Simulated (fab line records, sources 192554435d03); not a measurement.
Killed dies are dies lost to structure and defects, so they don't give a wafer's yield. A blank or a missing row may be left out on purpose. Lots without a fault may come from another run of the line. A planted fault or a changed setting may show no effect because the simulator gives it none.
fab line records | flow n5_finfet
record lots=24 wafers=72 last_day=17
route steps=1938 shown GATE_CUT@497 MOL_CONTACT_COAG@526
lots that met no fault: from a run of the same line without faults
start_h: hours from the record's first day to the start of the lot's first wafer shown | wait_h: hours since the lot's step before | " the same as in the row above | L1.1+2: a row that stands for several wafers | - no value, or no start given | * or withheld: withheld | < > ~ a bound
route shown NAME@n: a module of which the file shows steps, and the number in the route of the first | usual: mean/standard deviation of fault-free wafers | same: alike in all rows | chamber/n: place in a boat | sites: the reading at each site | _std_site: their standard deviation | _edge_site: outer sites' mean less inner sites' | radius_mm: how far each site lies from the wafer's centre | mask NAME#n: copy n | behind: the tool/chamber that last shaped the wafer | hold: why the lot was held/for how many hours/how that ended | device: the transistor (n, p or np) that didn't switch | end of line: the same wafers' tests at the end of the route | a step without rows: its recipe alone | killed: dies lost to structure and defects at the first sort, not the wafer's yield | map: a wafer's dies, x killed, . not, _ none there
set.NAME: the setting as run; set.NAME@STEP: as run at that earlier step | model.NAME: the simulator's own value behind a step, which no gauge read
steps of the route over a sample of lots; a table a step, a row a wafer
services: from which hour (start_h, from the record's first day; less than 0 if before it) a tool's chamber was out of use, for how many hours, and why
## steps
# step N5_GATE_CUT_STRIP_41
# recipe chemistry=CF4 resist=SiARC power_w=300 bias_power_w=75 pressure_mtorr=50 cf4_flow_sccm=150 rf_frequency_hz=6e+07
# usual drypump_motor_current_A=5.4/0.49 oes_product_au=0.178/0.022 rf_vpp_V=271.1/1.7 showerhead_plenum_p_Torr=1.79/0.072 throttle_valve_pct=13.65/0.27
# columns lot.wafer tool chamber start_h wait_h drypump_motor_current_A oes_product_au rf_hours_counter_h rf_vpp_V showerhead_plenum_p_Torr throttle_valve_pct
L074.2 rie_diel-02 3 82.36 0.0 5.9 0.168 218 273.3 1.84 13.84
L074.4 " 1 " " 6.0 0.166 204 270.5 1.70 13.46
L074.5 " 0 " " 5.8 0.164 - 269.2 1.71 13.84
L075.3 rie_diel-04 0 89.54 0.0 5.6 0.228 2 271.2 1.83 13.17
L075.5 " 2 " " 5.3 0.222 - 273.4 1.83 13.10
L075.6 " 1 " " 5.3 0.173 - 272.1 1.81 13.54
L076.2 rie_diel-06 2 96.33 0.0 4.6 0.163 227 268.8 1.71 13.93
L076.5 " 2 " " 4.6 0.163 - 269.5 1.71 13.91
L076.6 " 3 " " 4.8 0.169 - 273.0 1.86 13.63
L077.2 rie_diel-06 1 102.43 0.0 5.8 0.156 250 269.9 1.76 13.86
L077.4 " 2 " " 4.7 0.165 229 268.3 1.70 13.92
L077.6 " 1 " " 5.8 0.157 - 271.1 1.76 13.86
L078.3 rie_diel-02 3 109.75 0.0 5.9 0.167 226 271.9 1.83 13.86
L078.4 " 2 " " 5.5 0.170 189 273.4 1.86 13.85
L078.6 " 1 " " 6.0 0.160 - 269.6 1.70 13.48
L079.2 rie_diel-02 3 119.54 0.0 5.9 0.166 229 273.3 1.83 13.86
L079.3 " 0 " " 5.8 0.163 246 269.4 1.71 13.85
L079.4 " 2 " " 5.5 0.172 191 272.0 1.86 13.86
L080.2 rie_diel-06 3 121.02 0.0 4.8 0.162 196 272.0 1.85 13.65
L080.4 " 0 " " 4.8 0.173 179 270.6 1.73 13.84
L080.6 " 2 " " 4.6 0.159 - 268.3 1.70 13.93
L081.1 rie_diel-06 0 127.45 0.0 4.8 0.174 181 269.1 1.73 13.85
L081.4 " 2 " " 4.6 0.160 240 268.8 1.70 13.96
L081.6 " 3 " " 4.8 0.165 - 270.9 1.85 13.64
L082.2 rie_diel-06 3 131.50 0.0 4.8 0.168 199 272.5 1.85 13.64
L082.5 " 1 " " 5.8 0.223 - 271.1 1.76 13.31
L082.6 " 0 " " 4.8 0.171 - 269.8 1.73 13.83
L083.3 rie_diel-02 1 135.81 0.0 6.0 0.157 219 268.0 1.70 13.49
L083.4 " 3 " " 5.9 0.161 - 272.6 1.83 13.87
L083.5 " 2 " " 5.5 0.171 - 272.9 1.86 13.86
L084.2 rie_diel-06 1 143.60 0.0 5.8 0.217 9 269.8 1.76 13.31
L084.4 " 2 " " 4.6 0.156 245 270.9 1.70 13.97
L084.6 " 1 " " 5.8 0.213 - 270.0 1.76 13.33
L085.1 rie_diel-02 3 156.06 0.0 5.9 0.165 241 272.1 1.83 13.88
L085.2 " 1 " " 6.0 0.165 226 269.4 1.69 13.49
L085.6 " 1 " " 6.0 0.160 - 268.8 1.69 13.51
L086.2 rie_diel-06 2 159.20 0.0 4.6 0.164 249 269.7 1.70 13.98
L086.3 " 3 " " 4.8 0.162 207 273.1 1.85 13.67
L086.6 " 3 " " 4.8 0.166 - 272.3 1.85 13.68
L087.1 rie_diel-04 2 162.50 0.0 5.2 0.198 33 272.5 1.82 13.18
L087.5 " 3 " " 5.9 0.169 - 272.5 1.85 14.06
L087.6 " 2 " " 5.2 0.203 - 269.4 1.82 13.18
L088.1 rie_diel-02 2 172.72 0.0 5.5 0.164 208 272.0 1.86 13.89
L088.2 " 1 " " 6.0 0.163 232 270.7 1.69 13.53
L088.3 " 3 " " 5.9 0.164 246 271.8 1.83 13.90
L089.2 rie_diel-02 1 176.13 0.0 6.0 0.159 233 270.4 1.69 13.50
L089.4 " 0 " " 5.8 0.217 9 272.4 1.92 13.33
L089.5 " 2 " " 5.5 0.166 - 273.0 1.86 13.89
L090.2 rie_diel-04 0 178.88 0.0 5.6 0.214 23 272.4 1.82 13.20
L090.3 " 3 " " 5.8 0.165 208 272.4 1.85 14.06
L090.6 " 0 " " 5.6 0.216 - 271.9 1.82 13.20
L091.2 rie_diel-06 1 188.70 0.0 5.8 0.206 22 269.7 1.76 13.37
L091.3 " 3 " " 4.8 0.162 216 272.6 1.85 13.70
L091.6 " 3 " " 4.8 0.162 - 272.7 1.85 13.69
L092.2 rie_diel-02 2 195.67 0.0 5.5 0.166 216 272.4 1.85 13.92
L092.3 " 1 " " 6.0 0.154 240 268.5 1.69 13.52
L092.4 " 1 " " 6.0 0.157 - 269.4 1.69 13.53
L093.1 rie_diel-02 0 199.46 0.0 5.8 0.216 18 274.5 1.92 13.33
L093.2 " 2 " " 5.5 0.162 217 272.3 1.85 13.91
L093.5 " 1 " " 6.0 0.158 - 270.3 1.69 13.54
L094.1 rie_diel-06 0 207.31 0.0 4.8 0.167 206 269.3 1.72 13.88
L094.5 " 0 " " 4.8 0.168 - 270.1 1.72 13.88
L094.6 " 3 " " 4.8 0.160 - 271.3 1.85 13.69
L095.1 rie_diel-04 0 211.79 0.0 5.6 0.213 32 272.3 1.82 13.23
L095.3 " 2 " " 5.2 0.189 47 272.0 1.82 13.20
L095.4 " 3 " " 5.8 0.168 217 271.7 1.85 14.11
L096.1 rie_diel-02 3 216.74 0.0 5.9 0.227 4 271.4 1.82 13.33
L096.3 " 2 " " 5.5 0.163 225 273.1 1.85 13.93
L096.4 " 0 " " 5.8 0.213 26 273.3 1.91 13.36
L097.2 rie_diel-06 2 223.76 0.0 4.6 0.212 7 273.6 1.91 13.44
L097.4 " 3 " " 4.8 0.158 228 271.5 1.85 13.72
L097.5 " 0 " " 4.8 0.167 - 267.3 1.72 13.90
# step N5_GATE_CUT_STRIP_42
# recipe chemistry=O2 power_w=400 temp_c=40 pressure_mtorr=30 rf_frequency_hz=6e+07 bias_power_w=0 overash_fraction=0.3 o2_flow_sccm=225
# usual drypump_motor_current_A=5.4/0.49 oes_product_au=0.77/0.11 rf_vpp_V=3.6/0.5 showerhead_plenum_p_Torr=2.10/0.089 throttle_valve_pct=16.75/0.24
# columns lot.wafer tool chamber start_h wait_h drypump_motor_current_A oes_product_au rf_hours_counter_h rf_vpp_V showerhead_plenum_p_Torr throttle_valve_pct
L074.2 rie_diel-02 3 82.38 0.0 5.9 0.72 218 3.0 2.17 17.00
L074.4 " 1 " " 6.0 0.70 204 3.6 2.01 16.63
L074.5 " 0 " " 5.7 0.70 - 3.3 1.98 16.80
L075.3 rie_diel-04 0 89.56 0.0 5.6 1.01 2 3.1 2.14 16.25
L075.5 " 2 " " 5.3 0.93 - 3.1 2.16 16.33
L075.6 " 1 " " 5.3 0.77 - 4.4 2.12 16.64
L076.2 rie_diel-06 2 96.35 0.0 4.7 0.71 227 4.0 1.96 16.83
L076.5 " 2 " " 4.6 0.70 - 2.3 1.96 16.83
L076.6 " 3 " " 4.8 0.71 - 3.1 2.18 16.72
L077.2 rie_diel-06 1 102.45 0.0 5.8 0.67 250 3.8 2.08 17.00
L077.4 " 2 " " 4.6 0.70 229 3.0 1.96 16.83
L077.6 " 1 " " 5.8 0.68 - 3.5 2.08 16.99
L078.3 rie_diel-02 3 109.77 0.0 5.8 0.72 226 3.2 2.16 17.01
L078.4 " 2 " " 5.5 0.72 189 3.0 2.18 16.91
L078.6 " 1 " " 6.0 0.69 - 4.1 2.01 16.65
L079.2 rie_diel-02 3 119.56 0.0 5.9 0.72 229 3.9 2.16 17.03
L079.3 " 0 " " 5.8 0.69 246 3.9 1.98 16.81
L079.4 " 2 " " 5.5 0.72 191 3.5 2.18 16.95
L080.2 rie_diel-06 3 121.04 0.0 4.8 0.71 196 3.5 2.18 16.74
L080.4 " 0 " " 4.8 0.75 179 3.4 2.00 16.85
L080.6 " 2 " " 4.6 0.69 - 3.2 1.96 16.84
L081.1 rie_diel-06 0 127.47 0.0 4.8 0.75 181 3.9 2.00 16.85
L081.4 " 2 " " 4.7 0.69 240 3.3 1.96 16.86
L081.6 " 3 " " 4.8 0.71 - 3.4 2.17 16.75
L082.2 rie_diel-06 3 131.52 0.0 4.8 0.70 199 3.6 2.17 16.75
L082.5 " 1 " " 5.8 0.96 - 2.9 2.08 16.58
L082.6 " 0 " " 4.8 0.75 - 2.9 2.00 16.87
L083.3 rie_diel-02 1 135.83 0.0 6.0 0.69 219 3.8 2.01 16.64
L083.4 " 3 " " 5.9 0.71 - 3.5 2.16 17.05
L083.5 " 2 " " 5.5 0.72 - 4.8 2.18 16.95
L084.2 rie_diel-06 1 143.62 0.0 5.8 0.94 9 2.8 2.08 16.60
L084.4 " 2 " " 4.6 0.69 245 2.8 1.95 16.86
L084.6 " 1 " " 5.8 0.94 - 4.5 2.08 16.60
L085.1 rie_diel-02 3 156.08 0.0 5.9 0.71 241 4.0 2.16 17.04
L085.2 " 1 " " 6.0 0.68 226 2.9 2.00 16.66
L085.6 " 1 " " 6.0 0.68 - 4.3 2.00 16.66
L086.2 rie_diel-06 2 159.22 0.0 4.7 0.68 249 3.6 1.95 16.84
L086.3 " 3 " " 4.8 0.70 207 3.6 2.17 16.76
L086.6 " 3 " " 4.8 0.70 - 3.0 2.17 16.75
L087.1 rie_diel-04 2 162.52 0.0 5.2 0.87 33 3.2 2.15 16.35
L087.5 " 3 " " 5.8 0.74 - 3.0 2.19 17.29
L087.6 " 2 " " 5.2 0.87 - 4.3 2.15 16.37
L088.1 rie_diel-02 2 172.74 0.0 5.5 0.71 208 3.9 2.18 16.96
L088.2 " 1 " " 6.0 0.67 232 3.6 2.00 16.67
L088.3 " 3 " " 5.9 0.70 246 4.4 2.16 17.04
L089.2 rie_diel-02 1 176.15 0.0 6.0 0.68 233 3.7 2.00 16.69
L089.4 " 0 " " 5.8 0.97 9 2.8 2.23 16.38
L089.5 " 2 " " 5.5 0.70 - 4.0 2.18 16.96
L090.2 rie_diel-04 0 178.90 0.0 5.6 0.94 23 3.6 2.13 16.29
L090.3 " 3 " " 5.8 0.73 208 3.6 2.19 17.29
L090.6 " 0 " " 5.6 0.93 - 3.9 2.13 16.29
L091.2 rie_diel-06 1 188.72 0.0 5.8 0.91 22 4.0 2.08 16.62
L091.3 " 3 " " 4.8 0.69 216 3.5 2.17 16.76
L091.6 " 3 " " 4.8 0.70 - 3.9 2.17 16.76
L092.2 rie_diel-02 2 195.69 0.0 5.5 0.70 216 3.8 2.17 16.99
L092.3 " 1 " " 6.0 0.68 240 3.6 2.00 16.68
L092.4 " 1 " " 6.0 0.67 - 4.2 2.00 16.68
L093.1 rie_diel-02 0 199.48 0.0 5.8 0.95 18 3.8 2.23 16.40
L093.2 " 2 " " 5.5 0.70 217 4.0 2.17 16.98
L093.5 " 1 " " 6.0 0.67 - 3.2 2.00 16.68
L094.1 rie_diel-06 0 207.33 0.0 4.8 0.74 206 4.0 1.99 16.89
L094.5 " 0 " " 4.8 0.73 - 2.7 1.99 16.90
L094.6 " 3 " " 4.8 0.69 - 3.2 2.17 16.78
L095.1 rie_diel-04 0 211.81 0.0 5.6 0.93 32 2.8 2.13 16.31
L095.3 " 2 " " 5.2 0.86 47 3.4 2.15 16.40
L095.4 " 3 " " 5.8 0.73 217 2.7 2.19 17.33
L096.1 rie_diel-02 3 216.76 0.0 5.9 0.98 4 4.2 2.15 16.57
L096.3 " 2 " " 5.5 0.69 225 3.5 2.17 17.01
L096.4 " 0 " " 5.9 0.92 26 4.0 2.23 16.43
L097.2 rie_diel-06 2 223.78 0.0 4.7 0.93 7 3.4 2.21 16.47
L097.4 " 3 " " 4.8 0.69 228 3.8 2.16 16.79
L097.5 " 0 " " 4.8 0.72 - 3.4 1.99 16.90
# step N5_GATE_CUT_STRIP_21
# recipe chemistry=N2/H2 time_s=30 power_w=1000 temp_c=250 pressure_mtorr=withheld n2_flow_sccm=1750 h2_flow_sccm=3250
# usual drypump_motor_current_A=6.1/0.45 heater_power_w=344/29
# columns lot.wafer tool chamber start_h wait_h drypump_motor_current_A heater_power_w rf_hours_counter_h
L074.2 plasma_asher-02 0 83.08 0.1 6.6 345 43
L074.4 " 1 " " 5.5 376 -
L074.5 " 1 " " 5.5 367 -
L075.3 plasma_asher-01 1 90.02 0.1 6.3 287 -
L075.5 " 0 " " 6.3 338 -
L075.6 " 1 " " 6.4 286 -
L076.2 plasma_asher-01 0 96.79 0.0 6.3 334 89
L076.5 " 1 " " 6.3 292 -
L076.6 " 0 " " 6.3 338 -
L077.2 plasma_asher-01 0 103.16 0.1 6.3 330 90
L077.4 " 0 " " 6.3 343 -
L077.6 " 1 " " 6.4 286 -
L078.3 plasma_asher-02 0 110.23 0.1 6.5 356 -
L078.4 " 1 " " 5.5 380 -
L078.6 " 0 " " 6.5 349 -
L079.2 plasma_asher-01 0 120.27 0.1 6.3 338 93
L079.3 " 0 " " 6.3 338 -
L079.4 " 1 " " 6.4 293 -
L080.2 plasma_asher-01 1 121.48 0.0 6.4 293 94
L080.4 " 1 " " 6.4 292 -
L080.6 " 1 " " 6.4 293 -
L081.1 plasma_asher-02 0 127.91 0.0 6.5 345 53
L081.4 " 1 " " 5.5 365 -
L081.6 " 1 " " 5.5 367 -
L082.2 plasma_asher-02 0 131.95 0.0 6.6 347 54
L082.5 " 1 " " 5.5 374 -
L082.6 " 0 " " 6.5 348 -
L083.3 plasma_asher-02 0 136.29 0.1 6.6 345 -
L083.4 " 1 " " 5.5 376 -
L083.5 " 1 " " 5.5 378 -
L084.2 plasma_asher-02 0 144.06 0.0 6.5 354 55
L084.4 " 0 " " 6.5 349 -
L084.6 " 1 " " 5.5 378 -
L085.1 plasma_asher-02 1 156.52 0.0 5.5 374 59
L085.2 " 0 " " 6.5 352 59
L085.6 " 1 " " 5.5 367 -
L086.2 plasma_asher-02 1 159.67 0.0 5.5 369 59
L086.3 " 0 " " 6.6 357 -
L086.6 " 0 " " 6.5 352 -
L087.1 plasma_asher-02 1 162.96 0.0 5.4 376 60
L087.5 " 0 " " 6.5 347 -
L087.6 " 1 " " 5.5 377 -
L088.1 plasma_asher-02 1 173.18 0.0 5.5 377 64
L088.2 " 0 " " 6.6 354 64
L088.3 " 1 " " 5.5 374 -
L089.2 plasma_asher-02 0 176.59 0.0 6.5 357 64
L089.4 " 1 " " 5.5 370 -
L089.5 " 0 " " 6.6 350 -
L090.2 plasma_asher-02 0 179.33 0.0 6.5 350 65
L090.3 " 0 " " 6.6 350 -
L090.6 " 0 " " 6.6 351 -
L091.2 plasma_asher-01 0 189.16 0.0 6.3 333 105
L091.3 " 0 " " 6.3 340 -
L091.6 " 0 " " 6.3 333 -
L092.2 plasma_asher-02 1 196.41 0.1 5.5 387 69
L092.3 " 0 " " 6.5 350 -
L092.4 " 1 " " 5.5 371 -
L093.1 plasma_asher-01 1 199.92 0.0 6.4 298 107
L093.2 " 0 " " 6.3 346 107
L093.5 " 0 " " 6.3 334 -
L094.1 plasma_asher-01 0 207.77 0.0 6.3 338 109
L094.5 " 0 " " 6.3 340 -
L094.6 " 1 " " 6.4 297 -
L095.1 plasma_asher-02 0 212.25 0.0 6.5 356 72
L095.3 " 0 " " 6.6 345 -
L095.4 " 1 " " 5.5 370 -
L096.1 plasma_asher-02 1 217.20 0.0 5.5 370 73
L096.3 " 1 " " 5.5 374 -
L096.4 " 0 " " 6.6 357 -
L097.2 plasma_asher-01 1 224.22 0.0 6.3 290 112
L097.4 " 0 " " 6.3 348 -
L097.5 " 1 " " 6.4 299 -
# step N5_GATE_CUT_CMP_61
# recipe stop_on=SiNx t_overpolish_s=3 post_cmp_clean=alkaline_brush down_force_psi=4 platen_rpm=27.09 pad_velocity_m_s=0.539
# usual edge_zone_pressure_frac=1.000/0.0051 motor_current_A=11.7/1.2
# columns lot.wafer tool chamber start_h wait_h edge_zone_pressure_frac motor_current_A
L074.4 cmp-04 1 85.56 0.3 0.999 12.1
L074.2 " 3 " " 1.000 12.4
L074.5 " 1 " " 0.990 11.6
L075.3 cmp-03 3 92.62 0.3 0.994 11.5
L075.5 " 1 " " 1.000 11.0
L075.6 " 2 " " 0.998 10.9
L076.2 cmp-01 0 99.46 0.2 0.985 10.6
L076.6 " 1 " " 0.999 12.9
L076.5 " 2 " " 1.005 10.7
L077.4 cmp-04 1 105.63 0.3 1.003 11.8
L077.2 " 3 " " 1.006 12.5
L077.6 " 1 " " 1.008 12.0
L078.3 cmp-01 3 112.68 0.3 1.002 14.0
L078.4 " 0 " " 1.009 10.9
L078.6 " 2 " " 1.002 11.4
L079.2 cmp-03 3 122.74 0.3 0.993 11.2
L079.4 " 0 " " 0.998 10.8
L079.3 " 1 " " 1.001 11.0
L080.4 cmp-03 1 123.96 0.3 1.001 11.0
L080.2 " 2 " " 0.999 11.1
L080.6 " 1 " " 0.996 10.9
L081.1 cmp-04 0 130.35 0.4 0.999 10.9
L081.4 " 3 " " 0.996 12.1
L081.6 " 0 " " 0.999 11.4
L082.2 cmp-01 3 134.44 0.3 1.002 13.9
L082.5 " 2 " " 0.990 11.7
L082.6 " 3 " " 1.007 13.8
L083.4 cmp-01 3 138.75 0.3 1.012 14.1
L083.3 " 1 " " 1.009 14.1
L083.5 " 3 " " 0.999 13.9
L084.2 cmp-03 0 146.50 0.4 1.001 11.0
L084.4 " 2 " " 0.999 10.8
L084.6 " 0 " " 0.999 10.8
L085.2 cmp-01 0 158.97 0.4 0.992 10.9
L085.1 " 1 " " 1.004 13.0
L085.6 " 1 " " 1.005 13.7
L086.3 cmp-04 2 162.37 0.3 0.989 13.5
L086.2 " 0 " " 0.997 11.1
L086.6 " 2 " " 0.993 13.2
L087.1 cmp-03 2 165.50 0.2 0.999 10.9
L087.6 " 3 " " 1.000 12.1
L087.5 " 0 " " 1.005 10.6
L088.2 cmp-03 0 176.66 0.4 0.996 10.5
L088.1 " 1 " " 1.004 10.7
L088.3 " 3 " " 1.001 10.8
L089.4 cmp-03 2 179.07 0.3 0.997 10.5
L089.2 " 0 " " 0.998 10.5
L089.5 " 2 " " 0.999 11.3
L090.3 cmp-04 2 181.96 0.3 0.998 13.6
L090.2 " 0 " " 1.003 11.4
L090.6 " 2 " " 0.988 13.7
L091.2 cmp-04 2 191.64 0.3 1.002 13.3
L091.3 " 0 " " 1.002 10.3
L091.6 " 1 " " 1.004 11.0
L092.3 cmp-04 2 199.00 0.4 1.003 13.1
L092.4 " 3 " " 0.998 11.7
L092.2 " 0 " " 1.003 10.7
L093.2 cmp-01 0 202.40 0.3 0.999 10.9
L093.1 " 2 " " 0.994 11.2
L093.5 " 3 " " 1.003 14.4
L094.1 cmp-03 1 210.28 0.3 0.998 10.5
L094.5 " 3 " " 0.994 11.4
L094.6 " 0 " " 0.995 10.9
L095.3 cmp-03 0 214.78 0.4 1.005 10.7
L095.1 " 2 " " 1.000 10.5
L095.4 " 3 " " 1.008 12.3
L096.1 cmp-04 0 219.65 0.4 0.997 10.9
L096.4 " 1 " " 1.006 12.2
L096.3 " 3 " " 0.997 12.1
L097.2 cmp-01 2 226.74 0.3 0.993 10.3
L097.4 " 3 " " 1.005 14.7
L097.5 " 2 " " 1.000 11.1
# step N5_MOL_CONTACT_COAG_CD_MEAS_08
# recipe target_cd_nm=28 landing_energy_ev=500 detector=se_inlens polarity=opening
# usual cd_nm=27.97/0.25
# columns lot.wafer tool chamber start_h wait_h cd_nm
L074.2 cd_sem-02 0 86.26 - 28.05
L074.4 " 0 " " 27.58
L074.5 " 0 " " 27.75
L075.3 cd_sem-03 0 93.23 - 28.19
L075.5 " 0 " " 27.68
L075.6 " 0 " " 28.17
L076.2 cd_sem-01 0 100.03 - 28.13
L076.5 " 0 " " 27.66
L076.6 " 0 " " 28.16
L077.2 cd_sem-02 0 106.26 - 28.43
L077.4 " 0 " " 28.17
L077.6 " 0 " " 28.59
L078.3 cd_sem-03 0 113.31 - 27.81
L078.4 " 0 " " 27.80
L078.6 " 0 " " 27.55
L079.2 cd_sem-01 0 123.24 - 27.68
L079.3 " 0 " " 28.40
L079.4 " 0 " " 28.15
L080.2 cd_sem-01 0 124.46 - 27.75
L080.4 " 0 " " 27.62
L080.6 " 0 " " 27.71
L081.1 cd_sem-03 0 130.88 - 28.06
L081.4 " 0 " " 27.86
L081.6 " 0 " " 28.04
L082.2 cd_sem-03 0 135.06 - 28.21
L082.5 " 0 " " 28.28
L082.6 " 0 " " 27.88
L083.3 cd_sem-03 0 139.25 - 27.95
L083.4 " 0 " " 28.51
L083.5 " 0 " " 27.83
L084.2 cd_sem-01 0 147.16 - 28.00
L084.4 " 0 " " 27.98
L084.6 " 0 " " 27.97
L085.1 cd_sem-02 0 159.62 - 27.99
L085.2 " 0 " " 27.53
L085.6 " 0 " " 27.95
L086.2 cd_sem-02 0 162.87 - 27.86
L086.3 " 0 " " 27.67
L086.6 " 0 " " 27.98
L087.1 cd_sem-03 0 166.06 - 27.65
L087.5 " 0 " " 27.68
L087.6 " 0 " " 27.72
L088.1 cd_sem-03 0 177.31 - 27.92
L088.2 " 0 " " 28.33
L088.3 " 0 " " 27.90
L089.2 cd_sem-02 0 179.69 - 28.07
L089.4 " 0 " " 27.85
L089.5 " 0 " " 27.84
L090.2 cd_sem-02 0 182.59 - 28.07
L090.3 " 0 " " 28.12
L090.6 " 0 " " 28.06
L091.2 cd_sem-01 0 192.14 - 28.31
L091.3 " 0 " " 28.13
L091.6 " 0 " " 27.53
L092.2 cd_sem-02 0 199.53 - 28.09
L092.3 " 0 " " 28.09
L092.4 " 0 " " 28.10
L093.1 cd_sem-02 0 203.02 - 28.08
L093.2 " 0 " " 27.77
L093.5 " 0 " " 27.94
L094.1 cd_sem-03 0 210.87 - 27.88
L094.5 " 0 " " 27.82
L094.6 " 0 " " 28.38
L095.1 cd_sem-02 0 215.31 - 27.71
L095.3 " 0 " " 27.60
L095.4 " 0 " " 27.94
L096.1 cd_sem-03 0 220.31 - 28.08
L096.3 " 0 " " 28.16
L096.4 " 0 " " 27.92
L097.2 cd_sem-02 0 227.37 - 28.18
L097.4 " 0 " " 27.95
L097.5 " 0 " " 27.86
# step N5_MOL_CONTACT_COAG_INSPECT_10
# recipe mode=adi inspect_instrument=brightfield
# usual raw_defect_count=84/33
# columns lot.wafer tool chamber start_h wait_h raw_defect_count
L074.2 defect_inspect-01 - 86.35 0.0 123
L074.4 " - " " 98
L074.5 " - " " 125
L075.3 defect_inspect-02 - 93.31 0.0 56
L075.5 " - " " 78
L075.6 " - " " 59
L076.2 defect_inspect-02 - 100.12 0.0 134
L076.5 " - " " 166
L076.6 " - " " 182
L077.2 defect_inspect-01 - 106.35 0.0 77
L077.4 " - " " 98
L077.6 " - " " 94
L078.3 defect_inspect-02 - 113.40 0.0 100
L078.4 " - " " 125
L078.6 " - " " 96
L079.2 defect_inspect-01 - 123.33 0.0 86
L079.3 " - " " 156
L079.4 " - " " 79
L080.2 defect_inspect-02 - 124.55 0.0 58
L080.4 " - " " 102
L080.6 " - " " 62
L081.1 defect_inspect-02 - 130.97 0.1 53
L081.4 " - " " 41
L081.6 " - " " 53
L082.2 defect_inspect-01 - 135.15 0.0 87
L082.5 " - " " 67
L082.6 " - " " 76
L083.3 defect_inspect-01 - 139.34 0.0 119
L083.4 " - " " 38
L083.5 " - " " 93
L084.2 defect_inspect-01 - 147.25 0.0 38
L084.4 " - " " 78
L084.6 " - " " 55
L085.1 defect_inspect-02 - 159.72 0.1 81
L085.2 " - " " 54
L085.6 " - " " 59
L086.2 defect_inspect-01 - 162.96 0.0 58
L086.3 " - " " 67
L086.6 " - " " 56
L087.1 defect_inspect-02 - 166.15 0.1 86
L087.5 " - " " 87
L087.6 " - " " 125
L088.1 defect_inspect-01 - 177.40 0.1 106
L088.2 " - " " 40
L088.3 " - " " 103
L089.2 defect_inspect-02 - 179.78 0.0 48
L089.4 " - " " 56
L089.5 " - " " 54
L090.2 defect_inspect-02 - 182.68 0.0 90
L090.3 " - " " 179
L090.6 " - " " 66
L091.2 defect_inspect-02 - 192.23 0.0 56
L091.3 " - " " 61
L091.6 " - " " 78
L092.2 defect_inspect-01 - 199.62 0.0 96
L092.3 " - " " 151
L092.4 " - " " 53
L093.1 defect_inspect-01 - 203.11 0.1 128
L093.2 " - " " 131
L093.5 " - " " 132
L094.1 defect_inspect-01 - 210.96 0.1 124
L094.5 " - " " 125
L094.6 " - " " 81
L095.1 defect_inspect-02 - 215.40 0.1 73
L095.3 " - " " 51
L095.4 " - " " 70
L096.1 defect_inspect-02 - 220.39 0.1 69
L096.3 " - " " 47
L096.4 " - " " 68
L097.2 defect_inspect-01 - 227.46 0.0 87
L097.4 " - " " 44
L097.5 " - " " 90
## services
# columns tool chamber start_h hours kind
rie_diel-02 - 73.53 0.7 repair
cmp-03 - 79.69 0.6 repair
rie_diel-06 2 81.75 4.3 repair
cmp-01 - 90.49 1.9 repair
cmp-03 - 101.68 1.2 repair
rie_diel-06 1 102.57 - clean
rie_diel-06 1 102.57 - consumable_replace:focus_ring
rie_diel-06 1 102.57 14.9 scheduled_down
rie_diel-06 1 102.57 14.9 vent_cycle
rie_diel-04 0 102.72 19.0 repair
cmp-04 - 116.29 4.0 pm
cmp-03 - 129.47 6.0 repair
rie_diel-02 0 132.05 - clean
cmp-04 - 147.14 0.7 repair
plasma_asher-01 - 162.82 9.0 repair
cmp-04 - 175.23 1.2 repair
cmp-03 - 185.86 5.9 repair
rie_diel-04 - 189.90 2.8 pm
plasma_asher-01 - 196.37 0.5 repair
plasma_asher-02 - 198.79 0.5 repair
cmp-03 - 203.28 1.0 repair
cmp-03 - 208.51 0.7 repair
cmp-01 - 216.30 6.0 pm
rie_diel-06 1 224.30 2.0 repair
## key
fault none
